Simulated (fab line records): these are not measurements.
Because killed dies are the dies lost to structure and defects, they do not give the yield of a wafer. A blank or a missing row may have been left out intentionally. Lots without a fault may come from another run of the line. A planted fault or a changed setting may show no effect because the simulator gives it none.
Which tool was responsible? :: flow nand-harc :: 13 lots, 39 wafers sampled, at 5 steps of a route of 1159

## WHAT THE GAUGES SHOWED, per wafer
NHARC_P_ZERO_WELL_CD_MEAS_52: target cd 2000 nm. Usual: cd-nm 2000.0 nm, standard deviation 1.4.
lot: L571
measured: day 1 17:29
on: cd-sem-01
cd-nm (nm): 1999.2 2001.0 2000.4
flag: 

lot: L573
measured: day 2 05:29
on: cd-sem-01
cd-nm (nm): - - -
flag: OFF

lot: L574
measured: day 2 11:46
on: cd-sem-02
cd-nm (nm): 1999.7 2001.0 2001.1
flag: 

lot: L577
measured: day 3 05:53
on: cd-sem-03
cd-nm (nm): 1999.6 2000.8 1999.0
flag: 

lot: L583
measured: day 4 17:40
on: cd-sem-02
cd-nm (nm): 1999.8 2002.7 1999.4
flag: 

lot: L584
measured: day 5 00:17
on: cd-sem-01
cd-nm (nm): 1998.8 1999.4 1999.9
flag: 

lot: L585
measured: day 5 06:11
on: cd-sem-01
cd-nm (nm): 1999.8 2001.2 2001.6
flag: 

lot: L587
measured: day 5 17:31
on: cd-sem-01
cd-nm (nm): 2001.0 1999.7 2000.3
flag: 

lot: L588
measured: day 5 23:32
on: cd-sem-02
cd-nm (nm): 1999.2 1998.8 1998.6
flag: 

lot: L589
measured: day 6 05:43
on: cd-sem-03
cd-nm (nm): 2002.1 2001.6 2003.2
flag: 

lot: L590
measured: day 6 11:32
on: cd-sem-02
cd-nm (nm): 1999.6 1998.0 1999.2
flag: 

lot: L591
measured: day 6 17:52
on: cd-sem-01
cd-nm (nm): 1999.7 1997.7 1998.6
flag: 

lot: L594
measured: day 7 11:34
on: cd-sem-03
cd-nm (nm): 2000.5 2000.6 1999.3
flag: 

NHARC_P_STI_CD_MEAS_16. Usual: cd-nm 199.0 nm, standard deviation 1.9.
lot: L571
measured: day 2 13:31
on: cd-sem-01
cd-nm (nm): 199.0 197.2 198.8
flag: 

lot: L574
measured: day 3 03:37
on: cd-sem-03
cd-nm (nm): 196.4 196.4 198.5
flag: 

lot: L577
measured: day 3 23:59
on: cd-sem-03
cd-nm (nm): 198.7 201.2 197.5
flag: 

lot: L583
measured: day 5 09:13
on: cd-sem-02
cd-nm (nm): 198.6 198.3 198.6
flag: 

lot: L584
measured: day 5 19:01
on: cd-sem-02
cd-nm (nm): 197.2 200.2 201.0
flag: 

lot: L585
measured: day 6 03:14
on: cd-sem-02
cd-nm (nm): 198.3 200.1 198.0
flag: 

lot: L587
measured: day 6 15:25
on: cd-sem-01
cd-nm (nm): 200.6 199.5 200.9
flag: 

lot: L588
measured: day 6 15:16
on: cd-sem-01
cd-nm (nm): 200.3 199.6 200.2
flag: 

lot: L589
measured: day 7 02:10
on: cd-sem-03
cd-nm (nm): 200.5 201.4 199.6
flag: 

lot: L590
measured: day 7 02:20
on: cd-sem-01
cd-nm (nm): 198.2 196.1 196.8
flag: 

lot: L591
measured: day 7 13:17
on: cd-sem-03
cd-nm (nm): 198.3 201.0 199.4
flag: 

lot: L594
measured: day 8 05:28
on: cd-sem-01
cd-nm (nm): 200.5 201.8 198.0
flag: 

## WHAT TOOL EACH LOT RAN ON (gives the tool, then ch and the chambers of the sampled wafers, and finally the start)
lot: L571
NHARC_P_ZERO_WELL_DESCUM_26: rie-diel-01 ch 2,3, day 1 14:30
NHARC_P_ZERO_WELL_EXPOSE_49: krf-scanner-04 ch 0, day 1 17:20
NHARC_P_ZERO_WELL_RTA_42: rtp-anneal-01 ch 0, day 1 18:44

lot: L573
NHARC_P_ZERO_WELL_DESCUM_26: rie-diel-07 ch 1,2, day 2 02:37
NHARC_P_ZERO_WELL_EXPOSE_49: krf-scanner-01 ch 0, day 2 05:20
NHARC_P_ZERO_WELL_RTA_42: rtp-anneal-02 ch 0, day 2 06:38

lot: L574
NHARC_P_ZERO_WELL_DESCUM_26: rie-diel-06 ch 0,1,2, day 2 08:46
NHARC_P_ZERO_WELL_EXPOSE_49: krf-scanner-04 ch 0, day 2 11:36
NHARC_P_ZERO_WELL_RTA_42: rtp-anneal-02 ch 0, day 2 12:54

lot: L577
NHARC_P_ZERO_WELL_DESCUM_26: rie-diel-06 ch 1,3, day 3 02:46
NHARC_P_ZERO_WELL_EXPOSE_49: krf-scanner-02 ch 0, day 3 05:44
NHARC_P_ZERO_WELL_RTA_42: rtp-anneal-01 ch 0, day 3 07:17

lot: L583
NHARC_P_ZERO_WELL_DESCUM_26: rie-diel-06 ch 2,3, day 4 14:38
NHARC_P_ZERO_WELL_EXPOSE_49: krf-scanner-01 ch 0, day 4 17:31
NHARC_P_ZERO_WELL_RTA_42: rtp-anneal-02 ch 0, day 4 18:55

lot: L584
NHARC_P_ZERO_WELL_DESCUM_26: rie-diel-01 ch 0,2,3, day 4 21:13
NHARC_P_ZERO_WELL_EXPOSE_49: krf-scanner-01 ch 0, day 5 00:08
NHARC_P_ZERO_WELL_RTA_42: rtp-anneal-02 ch 0, day 5 01:26

lot: L585
NHARC_P_ZERO_WELL_DESCUM_26: rie-diel-01 ch 0,2,3, day 5 03:11
NHARC_P_ZERO_WELL_EXPOSE_49: krf-scanner-01 ch 0, day 5 06:01
NHARC_P_ZERO_WELL_RTA_42: rtp-anneal-01 ch 0, day 5 07:20

lot: L587
NHARC_P_ZERO_WELL_DESCUM_26: rie-diel-07 ch 0,1, day 5 14:38
NHARC_P_ZERO_WELL_EXPOSE_49: krf-scanner-01 ch 0, day 5 17:21
NHARC_P_ZERO_WELL_RTA_42: rtp-anneal-01 ch 0, day 5 18:47

lot: L588
NHARC_P_ZERO_WELL_DESCUM_26: rie-diel-07 ch 2,3, day 5 20:40
NHARC_P_ZERO_WELL_EXPOSE_49: krf-scanner-01 ch 0, day 5 23:23
NHARC_P_ZERO_WELL_RTA_42: rtp-anneal-02 ch 0, day 6 00:47

lot: L589
NHARC_P_ZERO_WELL_DESCUM_26: rie-diel-07 ch 0,3, day 6 02:44
NHARC_P_ZERO_WELL_EXPOSE_49: krf-scanner-02 ch 0, day 6 05:34
NHARC_P_ZERO_WELL_RTA_42: rtp-anneal-01 ch 0, day 6 06:52

lot: L590
NHARC_P_ZERO_WELL_DESCUM_26: rie-diel-06 ch 1,3, day 6 08:32
NHARC_P_ZERO_WELL_EXPOSE_49: krf-scanner-04 ch 0, day 6 11:23
NHARC_P_ZERO_WELL_RTA_42: rtp-anneal-01 ch 0, day 6 12:41

lot: L591
NHARC_P_ZERO_WELL_DESCUM_26: rie-diel-07 ch 0,3, day 6 14:44
NHARC_P_ZERO_WELL_EXPOSE_49: krf-scanner-01 ch 0, day 6 17:41
NHARC_P_ZERO_WELL_RTA_42: rtp-anneal-02 ch 0, day 6 18:59

lot: L594
NHARC_P_ZERO_WELL_DESCUM_26: rie-diel-06 ch 0,1,2, day 7 08:37
NHARC_P_ZERO_WELL_EXPOSE_49: krf-scanner-02 ch 0, day 7 11:24
NHARC_P_ZERO_WELL_RTA_42: rtp-anneal-02 ch 0, day 7 12:42
- NHARC_P_ZERO_WELL_DESCUM_26: chemistry O2, time 3 s.
- NHARC_P_ZERO_WELL_EXPOSE_49: exposes mask P HVPW, target cd 2000 nm.
- NHARC_P_ZERO_WELL_RTA_42: time 300 s.

## WHAT THE TOOLS THEMSELVES READ (means of the sampled wafers that have a number; where no wafer has one, the mark that the record gives instead)
NHARC_P_ZERO_WELL_DESCUM_26. Usual: chamber-pressure-mTorr 60.00 mTorr, standard deviation 0.052; drypump-motor-current-A 5.5 A, standard deviation 0.55; oes-product-au 1.000 a.u., standard deviation 0.0057; rf-vpp-V 57.9 V, standard deviation 0.96; showerhead-plenum-p-Torr 1.94 Torr, standard deviation 0.053; throttle-valve-pct 11.311 %, standard deviation 0.0098.
lot: L571
tool: rie-diel-01
chamber-pressure-mTorr (mTorr): 59.98
drypump-motor-current-A (A): 5.6
oes-product-au (a.u.): 1.000
rf-vpp-V (V): 58.6
showerhead-plenum-p-Torr (Torr): 1.95
throttle-valve-pct (%): 11.314
flag: 

lot: L573
tool: rie-diel-07
chamber-pressure-mTorr (mTorr): 60.00
drypump-motor-current-A (A): 5.5
oes-product-au (a.u.): 1.002
rf-vpp-V (V): 57.0
showerhead-plenum-p-Torr (Torr): 1.95
throttle-valve-pct (%): 11.306
flag: 

lot: L574
tool: rie-diel-06
chamber-pressure-mTorr (mTorr): 60.03
drypump-motor-current-A (A): 5.3
oes-product-au (a.u.): 0.999
rf-vpp-V (V): 58.3
showerhead-plenum-p-Torr (Torr): 1.93
throttle-valve-pct (%): 11.318
flag: 

lot: L577
tool: rie-diel-06
chamber-pressure-mTorr (mTorr): 60.03
drypump-motor-current-A (A): 6.1
oes-product-au (a.u.): 1.002
rf-vpp-V (V): 58.1
showerhead-plenum-p-Torr (Torr): 1.97
throttle-valve-pct (%): 11.314
flag: 

lot: L583
tool: rie-diel-06
chamber-pressure-mTorr (mTorr): 60.01
drypump-motor-current-A (A): 6.0
oes-product-au (a.u.): 1.005
rf-vpp-V (V): 57.6
showerhead-plenum-p-Torr (Torr): 2.00
throttle-valve-pct (%): 11.298
flag: 

lot: L584
tool: rie-diel-01
chamber-pressure-mTorr (mTorr): 60.01
drypump-motor-current-A (A): 5.5
oes-product-au (a.u.): 1.004
rf-vpp-V (V): 57.5
showerhead-plenum-p-Torr (Torr): 1.95
throttle-valve-pct (%): 11.321
flag: 

lot: L585
tool: rie-diel-01
chamber-pressure-mTorr (mTorr): 60.02
drypump-motor-current-A (A): 5.5
oes-product-au (a.u.): 0.998
rf-vpp-V (V): 58.6
showerhead-plenum-p-Torr (Torr): 1.95
throttle-valve-pct (%): 11.318
flag: 

lot: L587
tool: rie-diel-07
chamber-pressure-mTorr (mTorr): 60.04
drypump-motor-current-A (A): 5.6
oes-product-au (a.u.): 1.001
rf-vpp-V (V): 57.7
showerhead-plenum-p-Torr (Torr): 1.96
throttle-valve-pct (%): 11.313
flag: 

lot: L588
tool: rie-diel-07
chamber-pressure-mTorr (mTorr): 59.97
drypump-motor-current-A (A): 5.2
oes-product-au (a.u.): 1.005
rf-vpp-V (V): 57.8
showerhead-plenum-p-Torr (Torr): 1.95
throttle-valve-pct (%): 11.317
flag: 

lot: L589
tool: rie-diel-07
chamber-pressure-mTorr (mTorr): 59.98
drypump-motor-current-A (A): 5.3
oes-product-au (a.u.): 0.998
rf-vpp-V (V): 56.9
showerhead-plenum-p-Torr (Torr): 1.91
throttle-valve-pct (%): 11.308
flag: 

lot: L590
tool: rie-diel-06
chamber-pressure-mTorr (mTorr): 60.05
drypump-motor-current-A (A): 5.5
oes-product-au (a.u.): 1.005
rf-vpp-V (V): 57.9
showerhead-plenum-p-Torr (Torr): 1.93
throttle-valve-pct (%): 11.307
flag: 

lot: L591
tool: rie-diel-07
chamber-pressure-mTorr (mTorr): 60.03
drypump-motor-current-A (A): 5.3
oes-product-au (a.u.): 0.994
rf-vpp-V (V): 58.5
showerhead-plenum-p-Torr (Torr): 1.91
throttle-valve-pct (%): 11.310
flag: 

lot: L594
tool: rie-diel-06
chamber-pressure-mTorr (mTorr): 59.97
drypump-motor-current-A (A): 5.3
oes-product-au (a.u.): 0.999
rf-vpp-V (V): 58.1
showerhead-plenum-p-Torr (Torr): 1.93
throttle-valve-pct (%): 11.311
flag: 

NHARC_P_ZERO_WELL_RTA_42. Usual: lamp-power-pct 41 %, standard deviation 4.4; wafer_temp_C_max 1104.3, standard deviation 1.1.
lot: L571
tool: rtp-anneal-01
lamp-power-pct (%): 36
wafer_temp_C_max: 1105.5
flag: 

lot: L573
tool: rtp-anneal-02
lamp-power-pct (%): 45
wafer_temp_C_max: 1103.5
flag: 

lot: L574
tool: rtp-anneal-02
lamp-power-pct (%): 45
wafer_temp_C_max: 1103.9
flag: 

lot: L577
tool: rtp-anneal-01
lamp-power-pct (%): 36
wafer_temp_C_max: 1105.9
flag: 

lot: L583
tool: rtp-anneal-02
lamp-power-pct (%): 45
wafer_temp_C_max: 1103.1
flag: 

lot: L584
tool: rtp-anneal-02
lamp-power-pct (%): 45
wafer_temp_C_max: 1103.8
flag: 

lot: L585
tool: rtp-anneal-01
lamp-power-pct (%): 37
wafer_temp_C_max: 1103.7
flag: 

lot: L587
tool: rtp-anneal-01
lamp-power-pct (%): 36
wafer_temp_C_max: 1106.0
flag: 

lot: L588
tool: rtp-anneal-02
lamp-power-pct (%): 45
wafer_temp_C_max: 1104.1
flag: 

lot: L589
tool: rtp-anneal-01
lamp-power-pct (%): 36
wafer_temp_C_max: 1105.2
flag: 

lot: L590
tool: rtp-anneal-01
lamp-power-pct (%): 36
wafer_temp_C_max: 1105.0
flag: 

lot: L591
tool: rtp-anneal-02
lamp-power-pct (%): 45
wafer_temp_C_max: 1104.0
flag: 

lot: L594
tool: rtp-anneal-02
lamp-power-pct (%): 45
wafer_temp_C_max: 1103.3
flag: 

## THE ANSWER, worked out from the rows above alone
Rule: lot off if the mean of its wafers having a number is beyond 3 standard deviations from the usual mean. Also off: a lot with no number at a reading for which 4 or more lots have one. Any other lot the step has rows for is counted as sound. The gauges are gone through in route order, then the tools' own readings, and for those a lot's mean is taken as printed above. The first step at which some lot is off is used, and at that step the reading that is off furthest; a lot without a number counts as furthest.
Off at NHARC_P_ZERO_WELL_CD_MEAS_52 (cd-nm): L573. Without a number there: L573.
A tool fits if, at a process step before that reading, it ran every lot that is off, and no sound lot after the first of them. Those tools and the gauges at NHARC_P_ZERO_WELL_CD_MEAS_52 are tried in the same way. Not one of the candidates tried fits.

## WHAT WAS PUT IN BY THE SIMULATOR
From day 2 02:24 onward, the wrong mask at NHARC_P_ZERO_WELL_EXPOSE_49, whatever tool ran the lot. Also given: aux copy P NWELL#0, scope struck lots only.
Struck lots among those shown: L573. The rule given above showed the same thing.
